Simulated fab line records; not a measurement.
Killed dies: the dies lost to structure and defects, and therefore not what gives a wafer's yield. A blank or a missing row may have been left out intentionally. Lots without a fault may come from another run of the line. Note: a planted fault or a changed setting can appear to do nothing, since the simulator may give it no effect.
Struck lot and sound lot, side by side | flow nand harc | 23 steps out of a route of 1302
Sound: wafers L932.4, L932.5, L932.6. Struck: wafer L921.5 (left out: L921.1, a lot-mate that was not struck); the cause follows at the end.
Per side, at each step with rows, come the tool, then ch with its chambers, and then its first start. Under that, the readings that differ: sound wafers | struck wafers | difference of the means | sigmas: that difference in standard deviations of wafers without a fault.
alike: same words and numbers on both sides, and readings whose means sit less than 2 such deviations apart. not compared: any withheld reading, any reading some wafer has no value for, any bound like >300 that may hide the same value, and any number with overlapping values for which the record gives no deviation.
The two part at a step that has a row with sigmas, a row that says differs or no value, or rows on one side only. Numbers that don't overlap but have no deviation are shown without sigmas and don't part them. A reading missing from all wafers of one side parts the sides only when that side holds two or more wafers.

NHARC_P_CONTACT_DEP_00: deposits SiO2, target thk 500 nm.
  sound on pecvd-01 ch 0,1,2; struck on pecvd-03 ch 1
  alike: heater power w, showerhead vpp V, throttle valve pct
  not compared: since wet clean h
NHARC_P_CONTACT_CMP_01: polishes SiO2, target thk 200 nm.
  sound on cmp-02 ch 0,2,3, day 15 01:16; struck on cmp-02 ch 2, day 9 20:55
  alike: motor current A
then, 9 steps without rows for these wafers: NHARC_P_CONTACT_SRD_03; NHARC_P_CONTACT_DEHYDRATE_04 (time 120 s); NHARC_P_CONTACT_HMDS_05 (time 30 s); NHARC_P_CONTACT_COAT_33 (time 75 s); NHARC_P_CONTACT_COAT_34 (time 65 s); NHARC_P_CONTACT_COAT_06 (resist thk 90 nm); NHARC_P_CONTACT_SOFTBAKE_07 (time 55 s); NHARC_P_CONTACT_EBR_08; NHARC_P_CONTACT_EXPOSE_09 (exposes mask P CA, target cd 90 nm).
NHARC_P_CONTACT_PEB_10: peb time 65 s.
  sound on litho track-01 ch 0, day 15 01:58; struck on litho track-01 ch 0, day 9 21:35
then, 1 step without rows for these wafers: NHARC_P_CONTACT_DEVELOP_11 (develop time 35 s).
NHARC_P_CONTACT_CD_MEAS_12: target cd 90 nm.
  sound on cd sem-01 ch 0, day 15 02:04; struck on cd sem-01 ch 0, day 9 21:40
  reading    | sound          | struck | difference | sigmas
  cd nm (nm) | 89.4 90.0 89.4 | 102.4  | +12.8      | +19
NHARC_P_CONTACT_OVL_MEAS_13:
  sound on overlay-01, day 15 02:08; struck on overlay-01, day 9 21:45
  alike: overlay x nm, overlay y nm
NHARC_P_CONTACT_INSPECT_14:
  sound on defect inspect-02, day 15 02:10; struck on defect inspect-02, day 9 21:47
  alike: raw defect count
NHARC_P_CONTACT_DESCUM_17: chemistry O2, time 3 s.
  sound on rie diel-13 ch 0,3, day 15 02:14; struck on rie diel-03 ch 3, day 9 21:52
  reading                         | sound            | struck | difference | sigmas
  showerhead plenum p Torr (Torr) | 1.91 1.91 1.98   | 1.79   | -0.14      | -2
  model.P_CONTACT.cd nm (nm)      | 90.42 91.2 89.57 | 101.9  | +11.5      |
  alike: drypump motor current A, oes product au, rf vpp V, throttle valve pct
  not compared: rf hours counter h
NHARC_P_CONTACT_ETCH_35: etches the open film in CF4, target depth 39 nm, time 65 s.
  sound on rie diel-13 ch 1,2,3, day 15 02:20; struck on rie diel-03 ch 0, day 9 21:56
  alike: drypump motor current A, oes product au, rf vpp V, showerhead plenum p Torr, throttle valve pct
  not compared: rf hours counter h
NHARC_P_CONTACT_ETCH_36: etches the open film in N2/H2, target depth 260 nm, time 406.25 s.
  sound on rie diel-13 ch 1,2; struck on rie diel-03 ch 3
  alike: drypump motor current A, oes product au, rf vpp V, showerhead plenum p Torr, throttle valve pct
  not compared: rf hours counter h
NHARC_P_CONTACT_ETCH_18: etches the open film in C4F8/O2/Ar, target depth 481 nm, time 240.5 s.
  sound on rie diel-13 ch 1,2; struck on rie diel-03 ch 0
  alike: oes product au, rf vpp V
  not compared: rf hours counter h
then, 1 step without rows for these wafers: NHARC_P_CONTACT_STRIP_37 (strips in C4F8/O2/Ar).
NHARC_P_CONTACT_ETCH_31: etches the open film in CH3F/O2, target depth 30 nm, time 85.7 s.
  sound on rie diel-13 ch 2,3; struck on rie diel-03 ch 3
  reading                    | sound             | struck | difference | sigmas
  model.P_CONTACT.cd nm (nm) | 90.44 91.93 90.01 | 101.1  | +10.3      |
  alike: drypump motor current A, oes product au, rf vpp V, showerhead plenum p Torr, throttle valve pct
  not compared: rf hours counter h
NHARC_P_CONTACT_CD_MEAS_19:
  sound on cd sem-01, day 15 03:07; struck on cd sem-03, day 9 22:43
  reading    | sound          | struck | difference | sigmas
  cd nm (nm) | 90.2 91.9 90.1 | 101.3  | +10.6      | +7

== WHERE THEY PART ==
At NHARC_P_CONTACT_CD_MEAS_12 first; at NHARC_P_CONTACT_CD_MEAS_19 last (within this record only).

WHY: whatever the simulator had introduced
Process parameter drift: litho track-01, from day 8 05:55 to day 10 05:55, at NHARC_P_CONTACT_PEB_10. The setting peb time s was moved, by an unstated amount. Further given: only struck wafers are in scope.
